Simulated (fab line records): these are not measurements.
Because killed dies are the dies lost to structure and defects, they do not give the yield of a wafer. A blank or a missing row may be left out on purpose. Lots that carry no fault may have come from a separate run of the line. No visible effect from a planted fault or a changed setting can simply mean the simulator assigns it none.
3 desks looking at one fault | flow n5-finfet | each desk has only its own numbers; what lay behind them comes last

== THE DEFECT DESK ==
Per lot, the means of the sampled wafers with a number show what the inspections along the route counted. The brackets show how far a lot's mean lies from the usual mean; more than 4 standard deviations puts the lot out of limits, marked OUT.
Columns: A = raw-defect-count at N5_WELL_APT_INSPECT_10, usual 2.0; B = raw-defect-count at N5_WELL_APT_INSPECT_27, usual 2
lot  | first seen here | A   | B
L339 | day 1 19:37     | 1.3 | 1
L343 | day 2 19:44     | 2.7 | 3
L350 | day 4 13:52     | 2.3 | 2
L352 | day 5 01:45     | 3.0 | 1
L353 | day 5 08:05     | 2.7 | 2
L361 | day 7 08:03     | 2.7 | 3
Finding of this desk: none of the 6 lots has anything out of limits.

== FOR THE TOOL OWNER'S DESK: krf-scanner-02 ==
The tool's own readings at N5_WELL_APT_EXPOSE_22 (exposes mask PWELL, defocus 0 nm, target cd 200 nm): means of the sampled wafers that have a number, for each lot that ran on this tool. The brackets show how far a lot's mean lies from the usual mean; more than 4 standard deviations puts the lot out of limits, marked OUT.
Columns: A = exposure-dose-mJ-cm2 at N5_WELL_APT_EXPOSE_22, usual 23.174
lot  | first seen here | A
L339 | day 1 20:38     | 23.174
L350 | day 4 14:46     | 23.649 (+22) OUT
L352 | day 5 03:04     | 23.537 (+17) OUT
Finding of this desk: L350, L352 out of limits; the first was L350 at day 4 14:46, on exposure-dose-mJ-cm2 at N5_WELL_APT_EXPOSE_22. L339: within limits.

== AT THE METROLOGY DESK ==
Means of the sampled wafers that have a number, per lot and without regard to the tool the lot ran on: this is what the gauges read. The brackets show how far a lot's mean lies from the usual mean; more than 4 standard deviations puts the lot out of limits, marked OUT. Shown here are 7 of its 14 readings, the ones lying furthest out on some lot.
Columns: A = NWELL_OVL at N5_WELL_APT_OVL_MEAS_09, usual 0 nm; B = cd-nm at N5_WELL_APT_CD_MEAS_25, usual 199.4 nm; C = PWELL_OVL at N5_WELL_APT_OVL_MEAS_26, usual 0 nm; D = IOFF_P at N5_BEOL_M4_RC_MEAS_101, usual 0.21 nA/um; E = ION_N at N5_BEOL_M4_RC_MEAS_101, usual 672 uA/um; F = ION_P at N5_BEOL_M4_RC_MEAS_101, usual 461 uA/um; G = VT_P at N5_BEOL_M4_RC_MEAS_101, usual -251 mV
lot  | first seen here | A   | B     | C  | D    | E   | F   | G
L339 | day 1 19:34     | 0   | 197.7 | 4  | 0.24 | 680 | 468 | -247
L343 | day 2 19:41     | 13  | 197.4 | 3  | 0.18 | 655 | 454 | -252
L350 | day 4 13:49     | 6   | 201.3 | 8  | 0.19 | 659 | 455 | -252
L352 | day 5 01:41     | -11 | 202.9 | -4 | 0.23 | 663 | 462 | -246
L353 | day 5 08:01     | 9   | 202.9 | -9 | 0.28 | 688 | 476 | -245
L361 | day 7 08:00     | 4   | 200.4 | -2 | 0.18 | 661 | 461 | -254
Finding of this desk: none of the 6 lots has anything out of limits.

== TAKEN TOGETHER ==
At day 4 14:46, on L350, L352, the tool owner's desk was in a position to raise an alarm.
No out-of-limits result turned up at the defect desk.
From the metrology desk's view, nothing was out of limits.
The defect desk has L350, L352 on record, within its limits.
The metrology desk holds a record of L350, L352, inside its limits.
All the named lots went through N5_WELL_APT_EXPOSE_22 on krf-scanner-02.

== WHAT THE SIMULATOR HAD INSERTED ==
Process parameters drifting: krf-scanner-02 at N5_WELL_APT_EXPOSE_22, beginning at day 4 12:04. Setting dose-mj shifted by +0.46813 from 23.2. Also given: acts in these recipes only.
Shown lots that were struck: L350, L352.
Time in hours from fault onset to the first out-of-limits reading at each desk: the tool owner's desk, 3.
